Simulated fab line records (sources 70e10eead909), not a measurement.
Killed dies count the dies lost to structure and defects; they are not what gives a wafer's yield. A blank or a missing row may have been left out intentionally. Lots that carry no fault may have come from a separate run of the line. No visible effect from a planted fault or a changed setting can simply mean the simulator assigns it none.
Matching of chambers :: flow nandHarc :: 4 sister chambers for NHARC_P_M0_ETCH_34 on rieDiel-06
The step etches the open film in N2/H2, target depth 40 nm, overetch 12 nm, time 43.94 s. 18 wafers are shown with their chamber, then 9 later ones without.

== WAFERS, EACH WITH ITS CHAMBER ==
wafer: L075.1
chamber: 0
showerheadPlenumPTorr (Torr): 2.13
drypumpMotorCurrentA (A): 5.3
rfVppV (V): 434

wafer: L075.3
chamber: 2
showerheadPlenumPTorr (Torr): 2.19
drypumpMotorCurrentA (A): 6.0
rfVppV (V): 435

wafer: L075.4
chamber: 3
showerheadPlenumPTorr (Torr): 2.19
drypumpMotorCurrentA (A): 6.5
rfVppV (V): 434

wafer: L076.1
chamber: 2
showerheadPlenumPTorr (Torr): 2.19
drypumpMotorCurrentA (A): 5.9
rfVppV (V): 435

wafer: L076.3
chamber: 1
showerheadPlenumPTorr (Torr): 1.90
drypumpMotorCurrentA (A): 5.9
rfVppV (V): 425

wafer: L076.6
chamber: 0
showerheadPlenumPTorr (Torr): 2.13
drypumpMotorCurrentA (A): 5.3
rfVppV (V): 432

wafer: L078.2
chamber: 1
showerheadPlenumPTorr (Torr): 1.90
drypumpMotorCurrentA (A): 5.9
rfVppV (V): 426

wafer: L078.5
chamber: 1
showerheadPlenumPTorr (Torr): 1.90
drypumpMotorCurrentA (A): 5.9
rfVppV (V): 425

wafer: L078.6
chamber: 2
showerheadPlenumPTorr (Torr): 2.19
drypumpMotorCurrentA (A): 6.0
rfVppV (V): 435

wafer: L079.1
chamber: 0
showerheadPlenumPTorr (Torr): 2.13
drypumpMotorCurrentA (A): 5.3
rfVppV (V): 434

wafer: L079.4
chamber: 3
showerheadPlenumPTorr (Torr): 2.19
drypumpMotorCurrentA (A): 6.5
rfVppV (V): 434

wafer: L079.5
chamber: 0
showerheadPlenumPTorr (Torr): 2.13
drypumpMotorCurrentA (A): 5.3
rfVppV (V): 433

wafer: L087.2
chamber: 2
showerheadPlenumPTorr (Torr): 2.19
drypumpMotorCurrentA (A): 6.0
rfVppV (V): 435

wafer: L087.3
chamber: 1
showerheadPlenumPTorr (Torr): 1.89
drypumpMotorCurrentA (A): 5.9
rfVppV (V): 427

wafer: L087.4
chamber: 0
showerheadPlenumPTorr (Torr): 2.13
drypumpMotorCurrentA (A): 5.3
rfVppV (V): 433

wafer: L086.3
chamber: 3
showerheadPlenumPTorr (Torr): 2.19
drypumpMotorCurrentA (A): 6.5
rfVppV (V): 435

wafer: L086.4
chamber: 0
showerheadPlenumPTorr (Torr): 2.13
drypumpMotorCurrentA (A): 5.3
rfVppV (V): 433

wafer: L086.6
chamber: 3
showerheadPlenumPTorr (Torr): 2.19
drypumpMotorCurrentA (A): 6.5
rfVppV (V): 435

SIGNATURES (averages over the wafers above)
reading: showerheadPlenumPTorr
chamber 0: 2.1300
chamber 1: 1.8975
chamber 2: 2.1900
chamber 3: 2.1900
scatter within a chamber: 0.00231

reading: drypumpMotorCurrentA
chamber 0: 5.300
chamber 1: 5.900
chamber 2: 5.975
chamber 3: 6.500
scatter within a chamber: 0.0231

reading: rfVppV
chamber 0: 433.17
chamber 1: 425.75
chamber 2: 435.00
chamber 3: 434.50
scatter within a chamber: 0.686
Rule: a wafer lies at a distance from a chamber equal to the root of the sum of squares, over the readings, of (its reading less the chamber's mean, divided by the reading's scatter). The wafer belongs to the nearest chamber; if the next one is less than 2 further off, it can't be placed. The scatter is the square root of a quotient: the sum, over the shown wafers, of each reading's squared deviation from its chamber's mean, divided by wafers minus chambers.

== WAFERS WITH NO CHAMBER GIVEN ==
wafer: L089.3
showerheadPlenumPTorr (Torr): 2.19
drypumpMotorCurrentA (A): 6.5
rfVppV (V): 435

wafer: L089.4
showerheadPlenumPTorr (Torr): 1.89
drypumpMotorCurrentA (A): 5.9
rfVppV (V): 426

wafer: L089.5
showerheadPlenumPTorr (Torr): 2.19
drypumpMotorCurrentA (A): 5.9
rfVppV (V): 435

wafer: L090.1
showerheadPlenumPTorr (Torr): 2.19
drypumpMotorCurrentA (A): 6.0
rfVppV (V): 434

wafer: L090.3
showerheadPlenumPTorr (Torr): 1.89
drypumpMotorCurrentA (A): 5.9
rfVppV (V): 427

wafer: L090.4
showerheadPlenumPTorr (Torr): 2.13
drypumpMotorCurrentA (A): 5.3
rfVppV (V): 433

wafer: L094.1
showerheadPlenumPTorr (Torr): 1.89
drypumpMotorCurrentA (A): 5.9
rfVppV (V): 425

wafer: L094.3
showerheadPlenumPTorr (Torr): 2.19
drypumpMotorCurrentA (A): 5.9
rfVppV (V): 434

wafer: L094.5
showerheadPlenumPTorr (Torr): 2.19
drypumpMotorCurrentA (A): 6.0
rfVppV (V): 436

== WHICH CHAMBER EACH ONE RAN IN ==
wafer: L089.3
from the rows above: 3
in truth: 3

wafer: L089.4
from the rows above: 1
in truth: 1

wafer: L089.5
from the rows above: 2
in truth: 2

wafer: L090.1
from the rows above: 2
in truth: 2

wafer: L090.3
from the rows above: 1
in truth: 1

wafer: L090.4
from the rows above: 0
in truth: 0

wafer: L094.1
from the rows above: 1
in truth: 1

wafer: L094.3
from the rows above: 2
in truth: 2

wafer: L094.5
from the rows above: 2
in truth: 2
Placed correctly: 9 of 9. From these rows, 0 cannot be placed. Wrongly placed: 0.
